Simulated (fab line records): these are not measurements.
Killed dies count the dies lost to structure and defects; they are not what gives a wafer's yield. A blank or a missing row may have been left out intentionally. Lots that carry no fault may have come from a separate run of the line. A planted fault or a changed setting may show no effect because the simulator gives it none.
Shared-tool check | flow nand_harc | 2 lots and 6 wafers in the sample

== THE REASON FOR OPENING IT ==
On 2 of the 2 lots, a flag is raised at NHARC_END_SORT_01 on the reading killed_dies. Fault-free wafers read 30, with a standard deviation of 11.
Rule: flag the lot when none of its wafers has a number, or when each of its wafers that has one lies beyond 4 standard deviations from that mean. All remaining lots are regarded as sound.

lot  | measured     | on        | killed_dies, wafer by wafer | flag
L283 | day 20 04:55 | prober-02 | 152 119 117                 | FLAGGED
L286 | day 21 02:32 | prober-01 | 103 113 113                 | FLAGGED
On average the flagged lots' numbers are 120, which is +90 against the usual, or +8 standard deviations.

== EACH LOT AND THE TOOL IT RAN ON ==
Before the reading, the record contains 3 process steps out of a 1159-step route. Each cell gives the tool, then ch followed by the chambers the sampled wafers passed through, then the start.
lot  | flag    | NHARC_A_ONON_D1_DEP_19           | NHARC_A_BONDPAD_STRIP_15           | NHARC_THIN_TSV_CMP_01
L283 | FLAGGED | pecvd_onon-02 ch 0, day 9 02:53  | rie_diel-10 ch 0,2,3, day 18 18:59 | cmp-04 ch 1,3, day 19 09:37
L286 | FLAGGED | pecvd_onon-02 ch 0, day 10 04:25 | rie_diel-10 ch 0,2, day 19 20:52   | cmp-03 ch 0,1,2, day 20 09:38
What is done by these steps:
- NHARC_A_ONON_D1_DEP_19: target thk 1000 nm.
- NHARC_A_BONDPAD_STRIP_15: strips in O2.
- NHARC_THIN_TSV_CMP_01: polishes.
- NHARC_END_SORT_01

== FLAGGED AGAINST TOTAL, ONE TOOL AT A TIME (gauges that did the reading follow at the end) ==
step                     | tool          | lots run | flagged | share of the flagged lots | sound lots run after its first flagged lot
NHARC_A_ONON_D1_DEP_19   | pecvd_onon-02 | 2        | 2       | all                       | 0
NHARC_A_BONDPAD_STRIP_15 | rie_diel-10   | 2        | 2       | all                       | 0
NHARC_THIN_TSV_CMP_01    | cmp-03        | 1        | 1       | some                      | 0
NHARC_THIN_TSV_CMP_01    | cmp-04        | 1        | 1       | some                      | 0
NHARC_END_SORT_01        | prober-01     | 1        | 1       | some                      | 0
NHARC_END_SORT_01        | prober-02     | 1        | 1       | some                      | 0

== THE TABLE: WHAT IT ALLOWS ==
In 2 table rows, all flagged lots were run: pecvd_onon-02 (NHARC_A_ONON_D1_DEP_19), rie_diel-10 (NHARC_A_BONDPAD_STRIP_15).
- pecvd_onon-02 at NHARC_A_ONON_D1_DEP_19 ran 2 lots, 2 of them flagged. In this sample it ran no sound lot ahead of its first flagged lot, so there is no way to narrow down the start.
- rie_diel-10 at NHARC_A_BONDPAD_STRIP_15 ran 2 lots, 2 of them flagged. In this sample it ran no sound lot ahead of its first flagged lot, so there is no way to narrow down the start.
Because each of these 2 tools fits a fault that began at some hour, counting lots does not separate them. More lots, or a look at what each step does to the wafer, might.

== WHAT HAD BEEN PUT IN BY THE SIMULATOR ==
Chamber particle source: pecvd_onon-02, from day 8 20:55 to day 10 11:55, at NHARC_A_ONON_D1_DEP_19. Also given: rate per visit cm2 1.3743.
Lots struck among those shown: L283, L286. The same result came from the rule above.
